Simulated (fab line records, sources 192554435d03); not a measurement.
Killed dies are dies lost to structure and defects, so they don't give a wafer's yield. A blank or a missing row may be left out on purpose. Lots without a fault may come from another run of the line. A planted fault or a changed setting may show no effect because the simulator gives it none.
fab line records | flow n5_finfet
record lots=24 wafers=72 last_day=17
route steps=1938 shown MOL_CONTACT_COAG@545
lots that met no fault: from a run of the same line without faults
start_h: hours from the record's first day to the start of the lot's first wafer shown | wait_h: hours since the lot's step before | " the same as in the row above | L1.1+2: a row that stands for several wafers | - no value, or no start given | * or withheld: withheld | < > ~ a bound
route shown NAME@n: a module of which the file shows steps, and the number in the route of the first | usual: mean/standard deviation of fault-free wafers | same: alike in all rows | chamber/n: place in a boat | sites: the reading at each site | _std_site: their standard deviation | _edge_site: outer sites' mean less inner sites' | radius_mm: how far each site lies from the wafer's centre | mask NAME#n: copy n | behind: the tool/chamber that last shaped the wafer | hold: why the lot was held/for how many hours/how that ended | device: the transistor (n, p or np) that didn't switch | end of line: the same wafers' tests at the end of the route | a step without rows: its recipe alone | killed: dies lost to structure and defects at the first sort, not the wafer's yield | map: a wafer's dies, x killed, . not, _ none there
set.NAME: the setting as run; set.NAME@STEP: as run at that earlier step | model.NAME: the simulator's own value behind a step, which no gauge read
steps of the route over a sample of lots; a table a step, a row a wafer
services: from which hour (start_h, from the record's first day; less than 0 if before it) a tool's chamber was out of use, for how many hours, and why
## steps
# step N5_MOL_CONTACT_COAG_SIL_ANNEAL_21
# recipe temp_c=550 time_s=60 ambient=N2
# usual lamp_power_pct=7.0/1 wafer_temp_C_max=553.5/0.66
# columns lot.wafer tool chamber start_h wait_h lamp_power_pct wafer_temp_C_max
L074.1 rtp_anneal-01 0 90.66 0.2 7.9 555.4
L074.3 " 0 " " 7.9 553.3
L074.6 " 0 " " 7.9 553.9
L075.1 rtp_anneal-01 0 99.09 0.2 7.9 553.8
L075.4 " 0 " " 7.9 553.3
L075.5 " 0 " " 7.9 554.0
L076.4 rtp_anneal-01 0 104.60 0.4 7.9 554.1
L076.5 " 0 " " 7.9 554.8
L076.6 " 0 " " 7.9 553.7
L077.2 rtp_anneal-02 0 107.95 0.2 5.8 553.3
L077.3 " 0 " " 5.8 552.2
L077.6 " 0 " " 5.8 553.0
L078.1 rtp_anneal-01 0 117.95 0.2 7.9 552.7
L078.5 " 0 " " 7.9 552.8
L078.6 " 0 " " 7.9 553.1
L079.1 rtp_anneal-01 0 122.51 0.2 7.9 552.6
L079.4 " 0 " " 7.9 553.6
L079.5 " 0 " " 7.9 553.6
L081.2 rtp_anneal-01 0 132.13 0.2 7.9 552.7
L081.3 " 0 " " 7.9 553.1
L081.6 " 0 " " 7.9 553.4
L080.3 rtp_anneal-01 0 140.78 0.3 7.9 552.9
L080.4 " 0 " " 7.9 552.7
L080.5 " 0 " " 7.9 553.1
L082.3 rtp_anneal-02 0 141.07 0.4 5.9 552.1
L082.5 " 0 " " 5.8 553.0
L082.6 " 0 " " 5.8 554.1
L083.2 rtp_anneal-01 0 150.37 0.2 7.9 553.4
L083.3 " 0 " " 7.9 554.2
L083.5 " 0 " " 7.9 552.9
L084.2 rtp_anneal-02 0 156.06 0.2 5.8 553.2
L084.3 " 0 " " 5.8 553.5
L084.5 " 0 " " 5.8 553.8
L085.1 rtp_anneal-02 0 159.89 0.2 5.8 552.6
L085.4 " 0 " " 5.8 553.6
L085.5 " 0 " " 5.8 553.0
L086.2 rtp_anneal-02 0 165.60 0.4 5.8 553.7
L086.3 " 0 " " 5.8 553.5
L086.6 " 0 " " 5.8 552.6
L087.1 rtp_anneal-02 0 167.57 0.2 5.8 553.6
L087.5 " 0 " " 5.8 554.5
L087.6 " 0 " " 5.8 554.8
L088.4 rtp_anneal-02 0 173.90 0.3 5.8 553.7
L088.5 " 0 " " 5.9 552.9
L088.6 " 0 " " 5.8 553.8
L089.1 rtp_anneal-01 0 180.05 0.2 7.9 553.3
L089.3 " 0 " " 7.9 552.7
L089.5 " 0 " " 7.9 553.6
L090.4 rtp_anneal-02 0 186.74 0.3 5.8 553.5
L090.5 " 0 " " 5.8 553.7
L090.6 " 0 " " 5.8 553.5
L091.2 rtp_anneal-01 0 195.08 0.4 7.9 554.2
L091.4 " 0 " " 7.9 553.3
L091.6 " 0 " " 7.9 554.2
L092.1 rtp_anneal-01 0 201.43 0.2 7.9 552.5
L092.2 " 0 " " 7.9 553.0
L092.3 " 0 " " 7.9 553.9
L093.2 rtp_anneal-01 0 206.27 0.2 7.9 553.3
L093.4 " 0 " " 7.9 552.9
L093.5 " 0 " " 7.9 554.4
L094.1 rtp_anneal-01 0 210.15 0.2 7.9 552.7
L094.4 " 0 " " 7.9 554.1
L094.5 " 0 " " 7.9 554.2
L095.2 rtp_anneal-01 0 214.81 0.3 7.9 552.3
L095.5 " 0 " " 7.9 553.3
L095.6 " 0 " " 7.9 553.1
L096.2 rtp_anneal-02 0 225.90 0.2 5.8 553.2
L096.4 " 0 " " 5.8 554.4
L096.5 " 0 " " 5.8 554.5
L097.3 rtp_anneal-02 0 231.74 0.3 5.8 553.4
L097.4 " 0 " " 5.8 553.5
L097.5 " 0 " " 5.8 554.0
# step N5_MOL_CONTACT_COAG_ALD_27
# recipe material=SiOC target_thk_a=170 temp_c=400 ald_precursor_family=carbosiloxane ald_co_reactant=H2-plasma pulse_time_s=1.5 time_s=2720 purge_time_s=2 co_reactant_purge_time_s=2 ald_cycles=340 pressure_torr=2
# usual heater_power_w=863/68 precursor_pulse_height_rel=1.000/0.021
# same ald_cycles=340 co_reactant_purge_time_s=2 purge_time_s=2
# columns lot.wafer tool chamber start_h wait_h heater_power_w precursor_pulse_height_rel
L074.1 ald_sin-02 3 95.05 0.6 826 0.994
L074.3 " 0 " " 765 1.010
L074.6 " 1 " " 888 0.995
L075.1 ald_sin-02 3 109.30 0.0 851 0.978
L075.4 " 0 " " 789 1.004
L075.5 " 0 " " 785 0.983
L076.4 ald_sin-03 0 109.66 0.0 783 1.006
L076.5 " 1 " " 808 0.992
L076.6 " 2 " " 983 1.016
L077.2 ald_sin-02 3 114.00 0.1 833 0.963
L077.3 " 0 " " 782 1.008
L077.6 " 0 " " 805 0.997
L078.1 ald_sin-01 2 123.70 0.0 870 0.977
L078.5 " 1 " " 1016 1.010
L078.6 " 0 " " 929 1.004
L079.1 ald_sin-02 0 126.55 0.0 788 0.985
L079.4 " 3 " " 838 1.062
L079.5 " 3 " " 863 0.994
L081.2 ald_sin-01 1 136.04 0.0 990 0.976
L081.3 " 0 " " 929 0.958
L081.6 " 3 " " 820 1.023
L080.3 ald_sin-03 1 144.19 0.0 799 0.995
L080.4 " 3 " " 924 0.991
L080.5 " 0 " " 777 1.032
L082.3 ald_sin-01 1 148.33 0.0 991 0.994
L082.5 " 2 " " 851 1.017
L082.6 " 1 " " 985 0.999
L083.2 ald_sin-02 2 155.53 0.0 851 1.008
L083.3 " 1 " " 884 0.981
L083.5 " 1 " " 862 0.988
L084.2 ald_sin-03 0 160.55 0.0 767 1.037
L084.3 " 2 " " 978 0.986
L084.5 " 0 " " 782 0.964
L085.1 ald_sin-02 0 164.17 0.0 781 0.983
L085.4 " 2 " " 856 0.974
L085.5 " 3 " " 816 0.972
L086.2 ald_sin-01 2 170.04 0.0 858 1.014
L086.3 " 1 " " 1039 1.009
L086.6 " 2 " " 877 1.010
L087.1 ald_sin-01 1 174.57 0.0 984 0.991
L087.5 " 1 " " 1015 0.992
L087.6 " 0 " " 933 0.982
L088.4 ald_sin-03 2 177.70 0.0 979 1.010
L088.5 " 0 " " 783 1.028
L088.6 " 3 " " 914 0.967
L089.1 ald_sin-02 2 186.47 0.3 869 1.019
L089.3 " 0 " " 785 1.004
L089.5 " 1 " " 906 1.011
L090.4 ald_sin-02 3 192.62 0.0 855 1.027
L090.5 " 3 " " 864 1.009
L090.6 " 0 " " 780 1.006
L091.2 ald_sin-02 0 202.10 0.0 774 1.025
L091.4 " 1 " " 869 1.001
L091.6 " 0 " " 762 0.971
L092.1 ald_sin-01 1 207.29 0.4 1009 1.011
L092.2 " 0 " " 919 1.009
L092.3 " 3 " " 870 0.980
L093.2 ald_sin-02 2 210.83 0.0 849 1.005
L093.4 " 0 " " 781 1.034
L093.5 " 3 " " 859 1.016
L094.1 ald_sin-02 3 214.33 0.0 851 1.024
L094.4 " 2 " " 848 1.021
L094.5 " 3 " " 874 0.995
L095.2 ald_sin-02 0 220.73 0.0 797 1.017
L095.5 " 1 " " 871 1.013
L095.6 " 2 " " 849 0.978
L096.2 ald_sin-03 0 231.38 0.7 801 1.011
L096.4 " 3 " " 916 1.010
L096.5 " 2 " " 1017 0.987
L097.3 ald_sin-03 2 236.42 0.0 998 1.016
L097.4 " 3 " " 944 1.010
L097.5 " 2 " " 982 0.983
# step N5_MOL_CONTACT_COAG_CMP_28
# recipe stop_on=SiNx t_overpolish_s=0.85 post_cmp_clean=alkaline_brush down_force_psi=4.15 platen_rpm=51.8 pad_velocity_m_s=1.0307 target_thk_nm=14.522
# usual motor_current_A=12.5/0.98 slurry_filter_dp_kPa=13.52/0.15 time_to_endpoint_s=5.9/2.2
# columns lot.wafer tool chamber start_h wait_h motor_current_A slurry_filter_dp_kPa time_to_endpoint_s
L074.1 cmp-02 0 96.62 0.8 13.6 13.76 7.2
L074.3 " 1 " " 13.2 13.74 8.7
L074.6 " 1 " " 13.7 13.28 6.6
L075.4 cmp-02 0 110.87 0.8 13.6 13.37 6.2
L075.1 " 2 " " 13.1 13.65 6.8
L075.5 " 1 " " 13.1 13.66 7.5
L076.4 cmp-04 1 111.26 0.8 12.6 13.46 5.9
L076.5 " 0 " " 11.0 13.79 2.4
L076.6 " 1 " " 12.7 13.57 3.4
L077.3 cmp-02 0 115.57 0.8 12.8 13.76 4.1
L077.2 " 3 " " 11.6 13.57 5.0
L077.6 " 0 " " 13.7 13.48 6.2
L078.1 cmp-04 0 125.34 0.9 10.8 13.41 4.1
L078.6 " 2 " " 12.1 13.48 6.5
L078.5 " 3 " " 13.2 13.73 6.5
L079.4 cmp-04 1 128.35 1.0 12.3 13.49 5.2
L079.1 " 2 " " 12.5 13.44 4.5
L079.5 " 0 " " 11.5 13.37 3.2
L081.3 cmp-02 3 137.60 0.8 11.0 13.62 5.9
L081.2 " 1 " " 12.4 13.13 9.6
L081.6 " 0 " " 13.0 13.58 5.8
L080.3 cmp-02 2 145.79 0.8 12.7 13.52 6.2
L080.4 " 0 " " 13.6 13.39 5.6
L080.5 " 2 " " 13.4 13.57 7.6
L082.3 cmp-02 1 149.93 0.8 12.8 13.53 6.0
L082.6 " 0 " " 13.0 13.97 2.5
L082.5 " 1 " " 13.6 13.43 5.9
L083.2 cmp-02 1 157.14 0.8 13.8 13.37 10.1
L083.3 " 3 " " 11.6 13.56 6.8
L083.5 " 0 " " 13.9 13.17 5.2
L084.2 cmp-04 2 162.21 0.9 12.5 13.80 6.6
L084.3 " 3 " " 13.1 13.46 4.7
L084.5 " 0 " " 11.3 13.50 6.4
L085.4 cmp-01 3 165.77 0.8 12.2 13.60 3.7
L085.1 " 1 " " 12.5 13.64 3.1
L085.5 " 2 " " 10.4 13.48 4.8
L086.3 cmp-01 1 171.65 0.8 11.8 13.25 8.3
L086.2 " 2 " " 11.0 13.75 7.9
L086.6 " 1 " " 12.5 13.69 6.9
L087.1 cmp-04 0 176.14 0.8 10.9 13.56 6.0
L087.5 " 0 " " 11.7 13.37 6.0
L087.6 " 1 " " 13.3 13.51 5.6
L088.4 cmp-01 2 179.28 0.8 10.7 13.41 7.6
L088.6 " 2 " " 11.3 13.59 9.6
L088.5 " 3 " " 11.7 13.37 7.9
L089.1 cmp-02 2 188.07 0.8 13.8 13.55 6.6
L089.3 " 0 " " 13.5 13.46 5.1
L089.5 " 2 " " 13.6 13.62 7.3
L090.4 cmp-04 3 194.30 0.9 13.1 13.71 6.3
L090.5 " 0 " " 10.7 13.48 7.6
L090.6 " 1 " " 13.1 13.59 6.4
L091.2 cmp-01 3 203.85 1.0 11.8 13.29 6.4
L091.4 " 0 " " 12.5 13.33 4.8
L091.6 " 2 " " 10.8 13.47 5.9
L092.3 cmp-02 3 208.86 0.8 11.5 13.63 2.3
L092.2 " 0 " " 13.4 13.52 3.9
L092.1 " 2 " " 13.5 13.25 6.6
L093.4 cmp-02 1 212.39 0.8 13.3 13.51 6.1
L093.2 " 0 " " 13.7 13.42 1.3
L093.5 " 1 " " 14.1 13.55 4.6
L094.1 cmp-02 0 215.94 0.8 13.1 13.63 1.8
L094.4 " 1 " " 13.4 13.64 9.4
L094.5 " 3 " " 11.6 13.65 3.8
L095.2 cmp-02 1 222.54 1.0 13.5 13.38 5.7
L095.5 " 3 " " 11.2 13.56 3.7
L095.6 " 0 " " 13.4 13.43 4.6
L096.4 cmp-02 3 233.03 0.9 11.5 13.41 4.1
L096.2 " 0 " " 13.0 13.26 3.0
L096.5 " 2 " " 13.9 13.41 6.0
L097.4 cmp-01 1 237.99 0.8 12.8 13.51 8.2
L097.3 " 3 " " 12.0 13.63 11.0
L097.5 " 2 " " 10.7 13.57 9.4
# step N5_MOL_CONTACT_COAG_INSPECT_42
# recipe mode=adi inspect_instrument=brightfield
# usual raw_defect_count=219/73
# columns lot.wafer tool chamber start_h wait_h raw_defect_count
L074.1 defect_inspect-02 - 101.29 0.1 104
L074.3 " - " " 205
L074.6 " - " " 145
L075.1 defect_inspect-02 - 114.94 0.1 193
L075.4 " - " " 207
L075.5 " - " " 172
L076.4 defect_inspect-02 - 115.86 0.0 155
L076.5 " - " " 129
L076.6 " - " " 147
L077.2 defect_inspect-02 - 118.13 0.0 175
L077.3 " - " " 150
L077.6 " - " " 280
L078.1 defect_inspect-02 - 129.17 0.1 211
L078.5 " - " " 184
L078.6 " - " " 260
L079.1 defect_inspect-02 - 130.82 0.1 161
L079.4 " - " " 223
L079.5 " - " " 175
L081.2 defect_inspect-02 - 140.38 0.0 313
L081.3 " - " " 223
L081.6 " - " " 299
L080.3 defect_inspect-01 - 148.35 0.0 161
L080.4 " - " " 171
L080.5 " - " " 162
L082.3 defect_inspect-01 - 152.68 0.0 252
L082.5 " - " " 254
L082.6 " - " " 258
L083.2 defect_inspect-02 - 159.95 0.0 158
L083.3 " - " " 175
L083.5 " - " " 190
L084.2 defect_inspect-02 - 165.16 0.0 398
L084.3 " - " " 415
L084.5 " - " " 589
L085.1 defect_inspect-01 - 168.49 0.1 198
L085.4 " - " " 422
L085.5 " - " " 345
L086.2 defect_inspect-02 - 174.30 0.0 175
L086.3 " - " " 206
L086.6 " - " " 169
L087.1 defect_inspect-01 - 179.87 0.1 280
L087.5 " - " " 278
L087.6 " - " " 212
L088.4 defect_inspect-02 - 182.39 0.0 180
L088.5 " - " " 230
L088.6 " - " " 234
L089.1 defect_inspect-01 - 190.85 0.1 263
L089.3 " - " " 224
L089.5 " - " " 322
L090.4 defect_inspect-02 - 196.71 0.0 190
L090.5 " - " " 249
L090.6 " - " " 264
L091.2 defect_inspect-02 - 206.66 0.0 223
L091.4 " - " " 198
L091.6 " - " " 192
L092.1 defect_inspect-02 - 211.63 0.1 164
L092.2 " - " " 183
L092.3 " - " " 143
L093.2 defect_inspect-01 - 215.21 0.0 217
L093.4 " - " " 245
L093.5 " - " " 222
L094.1 defect_inspect-01 - 219.18 0.1 246
L094.4 " - " " 249
L094.5 " - " " 152
L095.2 defect_inspect-02 - 225.14 0.0 208
L095.5 " - " " 162
L095.6 " - " " 128
L096.2 defect_inspect-01 - 235.69 0.0 320
L096.4 " - " " 240
L096.5 " - " " 176
L097.3 defect_inspect-02 - 241.25 0.0 218
L097.4 " - " " 275
L097.5 " - " " 181
# step N5_MOL_CONTACT_COAG_ETCHBACK_134
# recipe chemistry=CHF3 target=SiO2 target_depth_a=100 time_s=6.7 ion_energy_ev=200 pressure_mtorr=30 source_w=610 bias_w=170 Ar_flow_sccm=200 CHF3_flow_sccm=50
# usual drypump_motor_current_A=5.6/0.41 oes_product_au=0.77/0.083 rf_vpp_V=517/17 showerhead_plenum_p_Torr=2.35/0.06 throttle_valve_pct=18.77/0.18
# columns lot.wafer tool chamber start_h wait_h drypump_motor_current_A oes_product_au rf_hours_counter_h rf_vpp_V showerhead_plenum_p_Torr throttle_valve_pct
L074.1 rie_diel-02 0 101.81 0.3 5.9 0.73 204 540 2.46 18.65
L074.3 " 3 " " 5.2 0.93 22 524 2.34 18.81
L074.6 " 1 " " 5.6 0.74 - 509 2.26 18.47
L075.1 rie_diel-06 2 115.42 0.1 5.5 0.75 163 538 2.36 18.89
L075.4 " 0 " " 5.7 0.67 231 487 2.36 18.86
L075.5 " 3 " " 5.5 0.90 - 526 2.35 18.65
L076.4 rie_diel-06 3 116.20 0.1 5.5 0.90 37 524 2.35 18.65
L076.5 " 0 " " 5.7 0.68 - 486 2.36 18.86
L076.6 " 3 " " 5.5 0.90 - 524 2.35 18.66
L077.2 rie_diel-02 0 118.47 0.1 5.9 0.73 209 540 2.46 18.64
L077.3 " 1 " " 5.7 0.73 179 509 2.26 18.48
L077.6 " 0 " " 5.9 0.73 - 541 2.46 18.64
L078.1 rie_diel-06 3 129.52 0.1 5.5 0.90 42 525 2.34 18.65
L078.5 " 1 " " 6.2 0.96 - 552 2.32 18.76
L078.6 " 0 " " 5.7 0.67 - 486 2.36 18.87
L079.1 rie_diel-02 1 131.41 0.3 5.6 0.73 184 509 2.26 18.48
L079.4 " 0 " " 5.9 0.73 214 539 2.46 18.65
L079.5 " 2 " " 4.8 0.75 - 515 2.44 18.49
L081.2 rie_diel-04 3 140.73 0.1 5.5 0.79 108 515 2.32 18.81
L081.3 " 0 " " 6.1 0.72 198 509 2.46 18.73
L081.6 " 0 " " 6.1 0.72 - 509 2.46 18.72
L080.3 rie_diel-02 3 149.22 0.1 5.2 0.89 39 524 2.33 18.85
L080.4 " 2 " " 4.8 0.75 168 514 2.44 18.50
L080.5 " 1 " " 5.6 0.72 - 508 2.26 18.50
L082.3 rie_diel-06 1 153.36 0.1 6.2 0.93 28 554 2.32 18.78
L082.5 " 0 " " 5.7 0.66 - 486 2.36 18.88
L082.6 " 3 " " 5.5 0.87 - 524 2.34 18.66
L083.2 rie_diel-04 3 160.30 0.1 5.5 0.80 115 515 2.32 18.83
L083.3 " 0 " " 6.1 0.72 206 510 2.45 18.75
L083.5 " 1 " " 5.1 0.76 - 512 2.30 19.12
L084.2 rie_diel-04 3 166.01 0.3 5.5 0.78 117 514 2.32 18.82
L084.3 " 1 " " 5.1 0.76 147 514 2.30 19.11
L084.5 " 3 " " 5.5 0.79 - 515 2.32 18.82
L085.1 rie_diel-04 0 168.93 0.2 6.1 0.72 210 508 2.45 18.77
L085.4 " 3 " " 5.5 0.78 118 515 2.32 18.82
L085.5 " 3 " " 5.5 0.78 - 515 2.32 18.83
L086.2 rie_diel-02 0 174.65 0.1 5.9 0.71 230 540 2.45 18.69
L086.3 " 3 " " 5.2 0.89 46 524 2.33 18.86
L086.6 " 2 " " 4.8 0.74 - 516 2.43 18.52
L087.1 rie_diel-04 1 181.41 0.3 5.1 0.76 153 510 2.30 19.12
L087.5 " 0 " " 6.1 0.71 - 510 2.45 18.77
L087.6 " 3 " " 5.5 0.79 - 515 2.32 18.83
L088.4 rie_diel-02 3 183.24 0.1 5.2 0.87 48 525 2.33 18.85
L088.5 " 1 " " 5.6 0.71 - 511 2.25 18.53
L088.6 " 2 " " 4.8 0.74 - 515 2.43 18.53
L089.1 rie_diel-04 2 191.24 0.1 6.0 0.70 211 500 2.35 18.77
L089.3 " 0 " " 6.1 0.71 220 510 2.45 18.76
L089.5 " 3 " " 5.5 0.77 - 515 2.32 18.83
L090.4 rie_diel-06 3 197.06 0.0 5.5 0.85 70 524 2.33 18.71
L090.5 " 0 " " 5.7 0.97 - 485 2.35 18.51
L090.6 " 3 " " 5.5 0.86 - 525 2.33 18.72
L091.2 rie_diel-02 2 207.31 0.1 4.8 0.73 188 515 2.43 18.54
L091.4 " 1 " " 5.7 0.70 208 509 2.25 18.51
L091.6 " 1 " " 5.7 0.71 - 509 2.25 18.53
L092.1 rie_diel-06 0 211.98 0.1 5.7 0.94 8 486 2.35 18.51
L092.2 " 1 " " 6.2 0.88 52 555 2.31 18.82
L092.3 " 3 " " 5.5 0.84 75 524 2.33 18.71
L093.2 rie_diel-04 1 215.71 0.1 5.1 0.75 166 513 2.30 19.14
L093.4 " 3 " " 5.5 0.77 135 515 2.31 18.86
L093.5 " 1 " " 5.1 0.75 - 512 2.30 19.13
L094.1 rie_diel-06 2 219.72 0.2 5.5 0.71 191 537 2.35 18.94
L094.4 " 3 " " 5.5 0.84 78 522 2.33 18.71
L094.5 " 2 " " 5.5 0.72 - 536 2.35 18.93
L095.2 rie_diel-04 1 225.49 0.1 5.1 0.75 169 511 2.29 19.14
L095.5 " 3 " " 5.5 0.77 - 514 2.31 18.88
L095.6 " 0 " " 6.1 0.70 - 510 2.44 18.79
L096.2 rie_diel-04 1 236.05 0.1 5.1 0.74 173 510 2.29 19.15
L096.4 " 2 " " 6.0 0.68 228 500 2.35 18.78
L096.5 " 3 " " 5.5 0.77 - 514 2.31 18.87
L097.3 rie_diel-04 1 241.85 0.2 5.2 0.75 175 512 2.29 19.15
L097.4 " 3 " " 5.5 0.76 144 515 2.31 18.85
L097.5 " 1 " " 5.1 0.74 - 511 2.29 19.15
# step N5_MOL_CONTACT_COAG_ETCH_124
# recipe chemistry=CH3F/O2 target=SiNx target_depth_a=65 mask_material=SOC stop_on=SiOC over_etch_frac=0.3 ion_energy_ev=120 pressure_mtorr=30 source_w=395 bias_w=73 Ar_flow_sccm=150 CH3F_flow_sccm=30 O2_flow_sccm=20 ends=end_point
# usual drypump_motor_current_A=5.6/0.41 oes_product_au=0.66/0.065 rf_vpp_V=293/9.3 showerhead_plenum_p_Torr=1.98/0.051 throttle_valve_pct=16.37/0.17
# columns lot.wafer tool chamber start_h wait_h drypump_motor_current_A oes_product_au rf_hours_counter_h rf_vpp_V showerhead_plenum_p_Torr throttle_valve_pct
L074.1 rie_diel-02 0 102.00 0.0 5.9 0.62 204 306 2.07 16.24
L074.3 " 3 " " 5.2 0.77 22 298 1.96 16.34
L074.6 " 1 " " 5.7 0.63 - 288 1.89 16.07
L075.1 rie_diel-06 2 115.61 0.0 5.5 0.66 163 305 1.99 16.50
L075.4 " 0 " " 5.7 0.58 231 277 1.98 16.51
L075.5 " 3 " " 5.5 0.77 - 299 1.97 16.24
L076.4 rie_diel-06 3 116.39 0.0 5.5 0.76 37 298 1.97 16.25
L076.5 " 0 " " 5.7 0.59 - 276 1.98 16.50
L076.6 " 3 " " 5.5 0.76 - 298 1.97 16.25
L077.2 rie_diel-02 0 118.66 0.0 5.9 0.63 209 305 2.07 16.25
L077.3 " 1 " " 5.7 0.62 179 287 1.89 16.11
L077.6 " 0 " " 5.9 0.62 - 306 2.07 16.23
L078.1 rie_diel-06 3 129.70 0.0 5.5 0.77 43 298 1.97 16.25
L078.5 " 1 " " 6.1 0.81 - 314 1.95 16.36
L078.6 " 0 " " 5.7 0.58 - 276 1.98 16.49
L079.1 rie_diel-02 1 131.60 0.0 5.6 0.62 184 289 1.89 16.11
L079.4 " 0 " " 5.9 0.62 214 305 2.06 16.24
L079.5 " 2 " " 4.8 0.66 - 293 2.05 16.11
L081.2 rie_diel-04 3 140.91 0.0 5.5 0.67 108 293 1.96 16.44
L081.3 " 0 " " 6.1 0.62 198 288 2.07 16.35
L081.6 " 0 " " 6.1 0.62 - 289 2.07 16.37
L080.3 rie_diel-02 3 149.41 0.0 5.2 0.74 39 296 1.96 16.38
L080.4 " 2 " " 4.8 0.64 168 294 2.05 16.13
L080.5 " 1 " " 5.7 0.62 - 288 1.89 16.11
L082.3 rie_diel-06 1 153.54 0.0 6.2 0.78 28 314 1.95 16.38
L082.5 " 0 " " 5.7 0.57 - 276 1.98 16.52
L082.6 " 3 " " 5.5 0.74 - 299 1.97 16.27
L083.2 rie_diel-04 3 160.48 0.0 5.5 0.66 115 293 1.96 16.45
L083.3 " 0 " " 6.1 0.62 207 289 2.06 16.37
L083.5 " 1 " " 5.2 0.65 - 290 1.93 16.65
L084.2 rie_diel-04 3 166.20 0.0 5.5 0.67 117 292 1.96 16.47
L084.3 " 1 " " 5.1 0.64 147 290 1.93 16.68
L084.5 " 3 " " 5.5 0.67 - 294 1.96 16.46
L085.1 rie_diel-04 0 169.11 0.0 6.1 0.62 210 290 2.06 16.37
L085.4 " 3 " " 5.5 0.66 118 294 1.96 16.45
L085.5 " 3 " " 5.5 0.67 - 292 1.96 16.46
L086.2 rie_diel-02 0 174.84 0.0 5.9 0.61 230 306 2.06 16.27
L086.3 " 3 " " 5.2 0.74 46 298 1.95 16.39
L086.6 " 2 " " 4.8 0.64 - 293 2.04 16.13
L087.1 rie_diel-04 1 181.60 0.0 5.1 0.64 153 290 1.93 16.67
L087.5 " 0 " " 6.1 0.62 - 289 2.06 16.36
L087.6 " 3 " " 5.5 0.67 - 295 1.95 16.49
L088.4 rie_diel-02 3 183.43 0.0 5.2 0.73 48 297 1.95 16.39
L088.5 " 1 " " 5.7 0.61 - 289 1.89 16.12
L088.6 " 2 " " 4.8 0.64 - 294 2.04 16.15
L089.1 rie_diel-04 2 191.42 0.0 6.0 0.60 211 285 1.97 16.38
L089.3 " 0 " " 6.1 0.61 220 289 2.06 16.39
L089.5 " 3 " " 5.5 0.66 - 293 1.95 16.48
L090.4 rie_diel-06 3 197.25 0.0 5.5 0.73 71 297 1.96 16.30
L090.5 " 0 " " 5.7 0.82 - 277 1.97 16.06
L090.6 " 3 " " 5.5 0.73 - 298 1.96 16.30
L091.2 rie_diel-02 2 207.50 0.0 4.8 0.64 188 293 2.04 16.20
L091.4 " 1 " " 5.6 0.61 208 287 1.88 16.15
L091.6 " 1 " " 5.7 0.61 - 289 1.88 16.16
L092.1 rie_diel-06 0 212.16 0.0 5.7 0.80 8 275 1.97 16.07
L092.2 " 1 " " 6.2 0.75 52 316 1.94 16.41
L092.3 " 3 " " 5.5 0.71 75 296 1.96 16.31
L093.2 rie_diel-04 1 215.90 0.0 5.1 0.63 166 291 1.92 16.70
L093.4 " 3 " " 5.5 0.66 135 293 1.95 16.51
L093.5 " 1 " " 5.2 0.64 - 290 1.92 16.70
L094.1 rie_diel-06 2 219.90 0.0 5.5 0.63 191 304 1.98 16.57
L094.4 " 3 " " 5.5 0.72 78 298 1.96 16.32
L094.5 " 2 " " 5.5 0.63 - 305 1.98 16.59
L095.2 rie_diel-04 1 225.67 0.0 5.1 0.63 169 290 1.92 16.73
L095.5 " 3 " " 5.5 0.65 - 291 1.95 16.51
L095.6 " 0 " " 6.1 0.60 - 291 2.06 16.41
L096.2 rie_diel-04 1 236.24 0.0 5.1 0.64 173 290 1.92 16.70
L096.4 " 2 " " 6.0 0.59 228 282 1.97 16.39
L096.5 " 3 " " 5.5 0.65 - 293 1.95 16.52
L097.3 rie_diel-04 1 242.04 0.0 5.1 0.63 175 291 1.92 16.70
L097.4 " 3 " " 5.5 0.64 144 292 1.95 16.51
L097.5 " 1 " " 5.1 0.62 - 290 1.92 16.72
## services
# columns tool chamber start_h hours kind
rie_diel-04 3 69.58 3.5 repair
rie_diel-02 1 71.49 3.0 repair
cmp-02 - 72.33 2.2 repair
cmp-02 - 82.17 0.3 repair
ald_sin-03 - 85.78 14.0 pm
cmp-04 - 92.54 5.5 pm
ald_sin-03 3 119.68 10.7 repair
cmp-02 - 127.19 4.0 pm
cmp-04 - 129.22 6.5 pm
rie_diel-06 2 148.52 29.0 repair
rie_diel-02 3 166.84 4.9 repair
rie_diel-02 - 177.25 2.8 pm
cmp-02 - 179.60 1.8 repair
cmp-04 - 184.25 1.1 repair
ald_sin-02 2 195.76 12.1 repair
rie_diel-02 0 197.42 3.8 repair
cmp-04 - 198.19 22.5 repair
ald_sin-02 0 212.82 3.4 repair
cmp-02 - 223.84 3.7 repair
ald_sin-03 1 227.87 2.8 repair
cmp-04 - 231.92 0.6 repair
ald_sin-01 3 233.49 12.2 repair
ald_sin-01 2 234.21 7.9 repair
ald_sin-03 2 239.43 4.2 repair
## key
fault none
